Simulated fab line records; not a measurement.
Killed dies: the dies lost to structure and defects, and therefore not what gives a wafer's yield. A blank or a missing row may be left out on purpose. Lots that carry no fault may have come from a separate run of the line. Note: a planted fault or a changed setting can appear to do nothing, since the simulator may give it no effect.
Chamber matching :: flow nand_harc :: 4 sister chambers for NHARC_A_WL_FILL_ALD_19 on ald_metal-02
The step deposits TiN, target thk 2 nm, pulse time 3 s, ald cycles 100. 14 wafers are shown with their chamber, then 7 later ones without.

WAFERS WITH THEIR CHAMBER
wafer: L076.2
chamber: 0
heater_power_w (W): 1180
precursor_pulse_height_rel: 1.009

wafer: L076.5
chamber: 0
heater_power_w (W): 1161
precursor_pulse_height_rel: 1.002

wafer: L076.6
chamber: 3
heater_power_w (W): 1059
precursor_pulse_height_rel: 0.971

wafer: L077.1
chamber: 3
heater_power_w (W): 1056
precursor_pulse_height_rel: 0.979

wafer: L077.4
chamber: 2
heater_power_w (W): 1033
precursor_pulse_height_rel: 0.973

wafer: L077.5
chamber: 1
heater_power_w (W): 1058
precursor_pulse_height_rel: 1.011

wafer: L079.4
chamber: 0
heater_power_w (W): 1133
precursor_pulse_height_rel: 0.997

wafer: L079.5
chamber: 2
heater_power_w (W): 1029
precursor_pulse_height_rel: 1.020

wafer: L079.6
chamber: 3
heater_power_w (W): 1046
precursor_pulse_height_rel: 0.963

wafer: L082.1
chamber: 1
heater_power_w (W): 1054
precursor_pulse_height_rel: 0.988

wafer: L082.2
chamber: 3
heater_power_w (W): 1015
precursor_pulse_height_rel: 1.043

wafer: L082.3
chamber: 2
heater_power_w (W): 1036
precursor_pulse_height_rel: 1.027

wafer: L083.1
chamber: 3
heater_power_w (W): 1044
precursor_pulse_height_rel: 0.985

wafer: L083.3
chamber: 1
heater_power_w (W): 1040
precursor_pulse_height_rel: 1.000

SIGNATURES (means of the wafers above)
reading: heater_power_w
chamber 0: 1158.00
chamber 1: 1050.67
chamber 2: 1032.67
chamber 3: 1044.00
scatter within a chamber: 15.9

reading: precursor_pulse_height_rel
chamber 0: 1.00267
chamber 1: 0.99967
chamber 2: 1.00667
chamber 3: 0.98820
scatter within a chamber: 0.0247
Rule: a wafer's distance from a chamber is the root of the sum, over the readings, of the square of ((its reading less the chamber's mean) divided by the reading's scatter). The wafer belongs to the nearest chamber; if the next one is less than 2 further off, it can't be placed. The scatter: take each reading less its chamber's mean, square it, sum over the shown wafers, divide by the number of wafers less the number of chambers, and take the root.

WAFERS WITHOUT THEIR CHAMBER
wafer: L083.6
heater_power_w (W): 1033
precursor_pulse_height_rel: 1.047

wafer: L084.1
heater_power_w (W): 1068
precursor_pulse_height_rel: 1.006

wafer: L084.2
heater_power_w (W): 1053
precursor_pulse_height_rel: 1.044

wafer: L084.5
heater_power_w (W): 1018
precursor_pulse_height_rel: 1.024

wafer: L094.3
heater_power_w (W): 1014
precursor_pulse_height_rel: 0.988

wafer: L094.5
heater_power_w (W): 1060
precursor_pulse_height_rel: 1.001

wafer: L094.6
heater_power_w (W): 1012
precursor_pulse_height_rel: 1.003

THE CHAMBER EACH PASSED THROUGH
wafer: L083.6
from the rows above: can't be placed: 2 or 1 or 3
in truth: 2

wafer: L084.1
from the rows above: can't be placed: 1 or 3 or 2
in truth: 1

wafer: L084.2
from the rows above: can't be placed: 1 or 2 or 3
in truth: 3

wafer: L084.5
from the rows above: can't be placed: 2 or 3 or 1
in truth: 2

wafer: L094.3
from the rows above: can't be placed: 2 or 3 or 1
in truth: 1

wafer: L094.5
from the rows above: can't be placed: 1 or 3 or 2
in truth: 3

wafer: L094.6
from the rows above: can't be placed: 2 or 3 or 1
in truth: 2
Placed correctly: 0 of 7. From these rows, 7 cannot be placed; in 7 the true chamber is one of the candidates. Wrongly placed: 0.
